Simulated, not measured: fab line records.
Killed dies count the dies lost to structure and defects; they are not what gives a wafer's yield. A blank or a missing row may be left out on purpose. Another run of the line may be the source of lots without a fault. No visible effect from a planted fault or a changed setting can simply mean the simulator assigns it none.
Matching of chambers    flow n5Finfet    4 sister chambers for N5_HKMG_FIN_ETCH_86 on rieDiel-03
The step etches SOC in N2/H2, stops on TiN, target depth 393.2 nm. 8 wafers are shown with their chamber, then 9 later ones without.

## WAFERS, EACH WITH ITS CHAMBER
wafer   chamber  drypumpMotorCurrentA (A)  throttleValvePct (%)
L081.2  3        4.9                       18.02
L085.5  1        5.8                       17.64
L085.6  0        5.0                       17.48
L087.5  1        5.8                       17.67
L087.6  2        5.2                       17.88
L089.1  0        5.0                       17.50
L089.3  3        4.8                       17.54
L089.5  2        5.3                       17.89

## WAFERS WITH NO CHAMBER GIVEN
wafer   drypumpMotorCurrentA (A)  throttleValvePct (%)
L090.1  4.9                       17.55
L090.2  5.3                       17.89
L090.4  5.0                       17.52
L096.3  5.0                       17.53
L096.5  5.8                       17.68
L096.6  5.2                       17.91
L097.1  4.9                       17.58
L097.3  5.3                       17.92
L097.5  5.0                       17.53

## CHAMBER TAKEN BY EACH
wafer   from the rows above      in truth
L090.1  can't be placed: 3 or 0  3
L090.2  2                        2
L090.4  0                        0
L096.3  0                        0
L096.5  1                        1
L096.6  2                        2
L097.1  can't be placed: 3 or 0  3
L097.3  2                        2
L097.5  0                        0
Correct placement for 7 of the 9. From these rows, 2 cannot be placed; in 2 the true chamber is one of the candidates. Number placed wrongly: 0.
How it was worked out, from the rows above alone: a wafer's distance from a chamber is the root of the sum, over the readings, of the square of ((its reading less the chamber's mean) divided by the reading's scatter). If the next closest chamber is less than 2 further off than the closest, the wafer can't be placed; otherwise it belongs to the closest. A chamber's mean is the mean of its shown wafers. The scatter: take each reading less its chamber's mean, square it, sum over the shown wafers, divide by the number of wafers less the number of chambers, and take the root.
